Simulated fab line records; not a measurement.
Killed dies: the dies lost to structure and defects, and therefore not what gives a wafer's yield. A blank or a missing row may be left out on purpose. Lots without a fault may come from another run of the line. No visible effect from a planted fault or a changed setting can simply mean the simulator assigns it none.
The tool behind it: which one?	flow n5_finfet	Sampling: 6 lots, 17 wafers, 3 of 1938 route steps

## WHAT THE GAUGES READ, wafer by wafer
N5_PASSIVATION_OVL_MEAS_66.
lot	measured	on	PASS_OPEN_OVL (nm)
L278	day 12 05:51	overlay-02	2 2
L283	day 13 12:13	overlay-01	-6 -4 4
L293	day 16 18:48	overlay-02	5 -2 9
L295	day 17 04:23	overlay-01	-1 -10 -4
L298	day 17 16:14	overlay-02	-17 -7 6
L300	day 17 22:54	overlay-01	6 10 -6

## WHAT TOOL EACH LOT RAN ON (gives the tool, then ch and the chambers of the sampled wafers, and finally the start)
lot	N5_BEOL_M0_HM_OPEN_105	N5_PASSIVATION_DESCUM_12
L278	rie_metal-01 ch 0,1, day 5 23:12	rie_diel-05 ch 2,3, day 12 00:53
L283	rie_metal-01 ch 0,1, day 7 14:30	rie_diel-02 ch 0,3, day 13 08:44
L293	rie_metal-03 ch 0,1, day 9 18:27	rie_diel-02 ch 0,2,3, day 16 15:38
L295	rie_metal-01 ch 0,1, day 10 13:20	rie_diel-05 ch 0,1,3, day 17 01:04
L298	rie_metal-03 ch 1, day 11 04:59	rie_diel-01 ch 0,1,3, day 17 12:52
L300	rie_metal-01 ch 0,1, day 11 15:08	rie_diel-05 ch 1,2, day 17 18:56
- N5_BEOL_M0_HM_OPEN_105: chemistry Cl2/BCl3, target TiN, target depth 12 nm.
- N5_PASSIVATION_DESCUM_12: chemistry O2, time 7.9 s.

## THE ANSWER, worked out from the rows above alone
Rule: what is usual is taken from the lots themselves. Put in order of their means at a reading, lots are off if they are a third of the lots or fewer, leave a main group of 4 or more, and stand apart from it by a gap of 3 or more times the standard deviation of the main group's means; of several such gaps the widest counts. Not used: any main group whose means are identical at the precision the tables above print for the reading. A lot without any number at a reading at which 4 lots or more have one is off too. Where the step has rows for the other lots, those lots are counted as sound.
Nothing can be told from this: no lot is off at any reading shown.

## WHAT WAS PUT IN BY THE SIMULATOR
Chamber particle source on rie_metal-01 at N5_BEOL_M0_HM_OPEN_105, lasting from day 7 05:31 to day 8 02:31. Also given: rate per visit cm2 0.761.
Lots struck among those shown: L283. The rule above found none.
